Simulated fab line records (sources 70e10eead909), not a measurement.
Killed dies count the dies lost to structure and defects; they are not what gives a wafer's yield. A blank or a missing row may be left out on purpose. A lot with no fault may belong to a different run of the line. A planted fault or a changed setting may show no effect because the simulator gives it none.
Matching of chambers | flow nand harc | NHARC_A_M1_CMP_23 on cmp-01: 4 sister chambers
The step polishes, t overpolish 20 s, target thk 154.34 nm. 7 wafers are shown with their chamber, then 6 later ones without.

## WAFERS, EACH WITH ITS CHAMBER
wafer  | chamber | motor current A (A) | time to endpoint s (s)
L919.2 | 1       | 11.4                | 27.0
L919.3 | 2       | 12.5                | 27.0
L922.1 | 3       | 12.7                | 27.7
L922.5 | 0       | 13.7                | 27.4
L922.6 | 1       | 11.5                | 26.0
L921.3 | 0       | 14.1                | 29.2
L921.4 | 3       | 12.7                | 25.6

## WAFERS WITHOUT THEIR CHAMBER
wafer  | motor current A (A) | time to endpoint s (s)
L921.5 | 12.8                | 25.1
L926.2 | 11.2                | 29.4
L926.3 | 12.5                | 27.3
L926.5 | 13.0                | 30.5
L936.1 | 13.0                | 27.3
L936.4 | 12.8                | 25.5

## CHAMBER TAKEN BY EACH
wafer  | from the rows above          | in truth
L921.5 | can't be placed: 3 or 2      | 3
L926.2 | 1                            | 1
L926.3 | can't be placed: 2 or 3      | 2
L926.5 | can't be placed: 3 or 2 or 0 | 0
L936.1 | can't be placed: 3 or 2      | 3
L936.4 | can't be placed: 3 or 2      | 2
Correct placement for 1 of the 6. Can't be placed from these rows: 5 (the true chamber is among the candidates in 5). Placed wrongly: 0.
How it was worked out, from the rows above alone: a wafer's distance from a chamber is the root of the sum, over the readings, of the square of ((its reading less the chamber's mean) divided by the reading's scatter). If the next closest chamber is less than 2 further off than the closest, the wafer can't be placed; otherwise it belongs to the closest. For every chamber, the mean is computed from those of its wafers that are shown. The scatter: the root of (the sum of the squares of (reading less its chamber's mean) over the shown wafers, divided by (wafers less chambers)).
